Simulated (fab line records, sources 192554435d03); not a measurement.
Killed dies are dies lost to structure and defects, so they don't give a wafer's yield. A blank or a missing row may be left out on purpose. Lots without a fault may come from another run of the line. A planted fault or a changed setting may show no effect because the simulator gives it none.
Split-lot experiment | flow n5_finfet | 7 lots, 21 wafers read, on a route of 1938 steps

THE SPLIT
At N5_BEOL_M4_COAT_67 (time 60 s, resist thk 60 nm), the setting spin_rpm was moved away from the recipe's 1500 rpm on 8 of the 21 wafers read, by -3.9% to +11.2%. The other wafers ran this setting at the recipe's value.

FROM THE SPLIT TO THE READING: what the file shows between them, 11 steps
- N5_BEOL_M4_COAT_22: resist thk 30 nm (also split here: spin_rpm)
- N5_BEOL_M4_EBR_24
- N5_BEOL_M4_SOFTBAKE_23: time 60 s
- N5_BEOL_M4_DESCUM_33: chemistry O2, time 7 s
- N5_BEOL_M4_ETCH_77: etches underlayer in N2/H2, target depth 6.5 nm, time 5.2 s
- N5_BEOL_M4_ETCH_69: etches SiARC in CF4, target depth 15.6 nm, time 26 s
- N5_BEOL_M4_ALD_98: deposits SiO2, target thk 2.5 nm, pulse time 1 s, co reactant pulse time 1 s
- N5_BEOL_M4_ETCHBACK_99: etches SiO2 in CHF3, target depth 5 nm, time 10.4 s
- N5_BEOL_M4_ETCH_70: etches SOC in N2/H2, target depth 80 nm, overetch 24 nm, time 130 s
- N5_BEOL_M4_STRIP_71: strips in N2/H2
- N5_BEOL_M4_STRIP_78: strips in N2/H2

THE READING
SOC_of_BEOL_M4_COAT_67.thk_nm (the simulator's own value, which no gauge read), in nm, at N5_BEOL_M4_VIA_ETCH_34 (etches the open film in C4F6/O2, target depth 69.4 nm, time 65.9 s). The file gives no usual value for it. The 13 wafers here that ran the recipe average 51.9 nm, standard deviation 0.26 nm.

wafer  | tool, chamber at the split | spin_rpm as run, rpm | against the recipe | SOC_of_BEOL_M4_COAT_67.thk_nm, nm | against lot-mates on the recipe
L075.1 | litho_track-01, 0          | 1442                 | -3.9%              | 53                                | +1.2
L075.2 | litho_track-01, 0          | 1442                 | -3.9%              | 52.8                              | +1.0
L075.5 | litho_track-01, 0          | 1500                 | recipe             | 51.8                              | -
L080.2 | litho_track-04, 0          | 1500                 | recipe             | 51.8                              | -
L080.6 | litho_track-04, 0          | 1500                 | recipe             | 51.8                              | -
L080.5 | litho_track-04, 0          | 1556                 | +3.7%              | 50.8                              | -1.0
L081.1 | litho_track-01, 0          | 1500                 | recipe             | 52.4                              | -
L081.3 | litho_track-01, 0          | 1500                 | recipe             | 52.4                              | -
L081.5 | litho_track-01, 0          | 1550                 | +3.3%              | 50.8                              | -1.6
L084.1 | litho_track-05, 0          | 1668                 | +11.2%             | 49                                | -3.2
L084.2 | litho_track-05, 0          | 1500                 | recipe             | 52.2                              | -
L084.3 | litho_track-05, 0          | 1668                 | +11.2%             | 48.6                              | -3.6
L088.2 | litho_track-04, 0          | 1500                 | recipe             | 51.6                              | -
L088.3 | litho_track-04, 0          | 1500                 | recipe             | 51.6                              | -
L088.5 | litho_track-04, 0          | 1500                 | recipe             | 52                                | -
L092.1 | litho_track-04, 0          | 1574                 | +4.9%              | 50.6                              | -1.2
L092.5 | litho_track-04, 0          | 1574                 | +4.9%              | 50.6                              | -1.2
L092.4 | litho_track-04, 0          | 1500                 | recipe             | 51.8                              | -
L096.1 | litho_track-01, 0          | 1500                 | recipe             | 51.8                              | -
L096.3 | litho_track-01, 0          | 1500                 | recipe             | 51.8                              | -
L096.2 | litho_track-01, 0          | 1500                 | recipe             | 52.2                              | -

THE FIT
A straight line over all 21 wafers: SOC_of_BEOL_M4_COAT_67.thk_nm changes by -0.277 nm for each +1% of spin_rpm; r = -0.98; the points scatter about the line by 0.24 nm.
The same after taking each lot's own level away (the mean of its wafers on the recipe; 21 wafers): -0.297 nm for each +1%; r = -0.98; scatter 0.21 nm.
On that fit, the largest move of spin_rpm shifts the reading by 3.3 nm.
The lots' own levels span 51.73 to 52.40 nm, that is 2.5 times the standard deviation above.
So the lot-to-lot level changes the slope little: the two slopes agree.
Check: with one of the wafers moved furthest among these (+11.2%) left out of the fit, the line predicts -3.41 nm for it against its lot-mates. It came out at -3.2 nm against them.

OTHER SPLITS ON THESE WAFERS
These wafers also went through other splits before the reading. Each is held against what the fit with the lots' levels taken away leaves over:
other split on the same wafers | wafers away from the commonest value | r with SOC_of_BEOL_M4_COAT_67.thk_nm (lot level and that fit taken away)
N5_BEOL_M3_EXPOSE_08 dose_mj   | 6                                    | +0.32
N5_BEOL_M4_COAT_05 spin_rpm    | 7                                    | +0.36
N5_BEOL_M4_DESCUM_16 time_s    | 6                                    | -0.15
N5_BEOL_M4_COAT_22 spin_rpm    | 6                                    | -0.26

THE WHOLE CHAIN: every reading that the file lists as answering this split, in the file's order
step                   | what it does                                                        | reading                                                                        | change (the file's fit)               | r (the file's)
N5_BEOL_M4_COAT_67     | time 60 s, resist thk 60 nm                                         | SOC_of_BEOL_M4_COAT_67.thk_nm (the simulator's own value, which no gauge read) | -0.279 nm for each +1% of the setting | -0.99
N5_BEOL_M4_ETCH_70     | etches SOC in N2/H2, target depth 80 nm, overetch 24 nm, time 130 s | etch.depth_nm (the simulator's own value, which no gauge read)                 | -0.286 nm for each +1% of the setting | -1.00
N5_BEOL_M4_VIA_ETCH_34 | etches the open film in C4F6/O2, target depth 69.4 nm, time 65.9 s  | SOC_of_BEOL_M4_COAT_67.thk_nm (the simulator's own value, which no gauge read) | -0.302 nm for each +1% of the setting | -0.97

THE FILE'S OWN FIT
SOC_of_BEOL_M4_COAT_67.thk_nm changes by -0.302 nm for each +1% of spin_rpm, r = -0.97.
